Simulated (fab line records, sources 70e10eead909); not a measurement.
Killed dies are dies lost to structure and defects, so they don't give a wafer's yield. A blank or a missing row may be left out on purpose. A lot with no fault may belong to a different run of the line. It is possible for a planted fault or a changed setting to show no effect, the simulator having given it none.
Matching of chambers | flow nand harc | 4 sister chambers for NHARC_A_CHANNEL_HOLE_D2_ETCH_38 on rie diel-10
The step etches the open film in CF4, target depth 39 nm, time 65 s. 22 wafers are shown with their chamber, then 11 later ones without.

WAFERS WITH THEIR CHAMBER
wafer  | chamber | showerhead plenum p Torr (Torr) | drypump motor current A (A) | rf vpp V (V)
L074.1 | 0       | 1.88                            | 5.6                         | 151.6
L074.3 | 2       | 1.75                            | 6.2                         | 149.9
L074.6 | 3       | 1.80                            | 5.2                         | 151.4
L075.1 | 3       | 1.80                            | 5.2                         | 153.2
L075.4 | 2       | 1.75                            | 6.2                         | 152.1
L075.5 | 1       | 1.86                            | 5.9                         | 153.6
L080.1 | 3       | 1.80                            | 5.2                         | 151.0
L080.4 | 2       | 1.75                            | 6.2                         | 149.9
L080.6 | 1       | 1.86                            | 5.9                         | 152.3
L082.3 | 2       | 1.75                            | 6.2                         | 149.8
L082.4 | 1       | 1.86                            | 5.9                         | 151.2
L082.6 | 3       | 1.80                            | 5.2                         | 150.2
L085.1 | 1       | 1.86                            | 5.9                         | 152.5
L085.2 | 0       | 1.88                            | 5.6                         | 152.3
L085.3 | 3       | 1.80                            | 5.2                         | 152.5
L089.1 | 0       | 1.87                            | 5.5                         | 153.3
L089.4 | 1       | 1.86                            | 5.9                         | 151.5
L089.6 | 1       | 1.86                            | 5.9                         | 151.7
L088.1 | 0       | 1.87                            | 5.5                         | 153.2
L088.4 | 1       | 1.86                            | 5.9                         | 152.1
L088.5 | 0       | 1.87                            | 5.6                         | 152.3
L093.3 | 2       | 1.75                            | 6.2                         | 151.5

SIGNATURES (averages over the wafers above)
reading                  | chamber 0 | chamber 1 | chamber 2 | chamber 3 | scatter within a chamber
showerhead plenum p Torr | 1.8740    | 1.8600    | 1.7500    | 1.8000    | 0.00258
drypump motor current A  | 5.560     | 5.900     | 6.200     | 5.200     | 0.0258
rf vpp V                 | 152.540   | 152.129   | 150.640   | 151.660   | 0.948
Rule: a wafer's distance from a chamber is the root of the sum, over the readings, of the square of ((its reading less the chamber's mean) divided by the reading's scatter). The wafer belongs to the nearest chamber; if the next one is less than 2 further off, it can't be placed. The scatter: take each reading less its chamber's mean, square it, sum over the shown wafers, divide by the number of wafers less the number of chambers, and take the root.

WAFERS WITHOUT THEIR CHAMBER
wafer  | showerhead plenum p Torr (Torr) | drypump motor current A (A) | rf vpp V (V)
L093.4 | 1.87                            | 5.6                         | 152.3
L093.6 | 1.79                            | 5.2                         | 151.2
L092.4 | 1.87                            | 5.6                         | 151.0
L092.5 | 1.75                            | 6.2                         | 152.3
L092.6 | 1.79                            | 5.2                         | 152.4
L094.1 | 1.75                            | 6.2                         | 150.3
L094.2 | 1.80                            | 5.1                         | 152.3
L094.4 | 1.87                            | 5.5                         | 153.3
L097.2 | 1.75                            | 6.1                         | 151.7
L097.4 | 1.79                            | 5.2                         | 151.0
L097.5 | 1.75                            | 6.1                         | 151.5

WHICH CHAMBER EACH WENT THROUGH
wafer  | from the rows above | in truth
L093.4 | 0                   | 0
L093.6 | 3                   | 3
L092.4 | 0                   | 0
L092.5 | 2                   | 2
L092.6 | 3                   | 3
L094.1 | 2                   | 2
L094.2 | 3                   | 3
L094.4 | 0                   | 0
L097.2 | 2                   | 2
L097.4 | 3                   | 3
L097.5 | 2                   | 2
Correct placement for 11 of the 11. Number that these rows cannot place: 0. 0 placed wrongly.
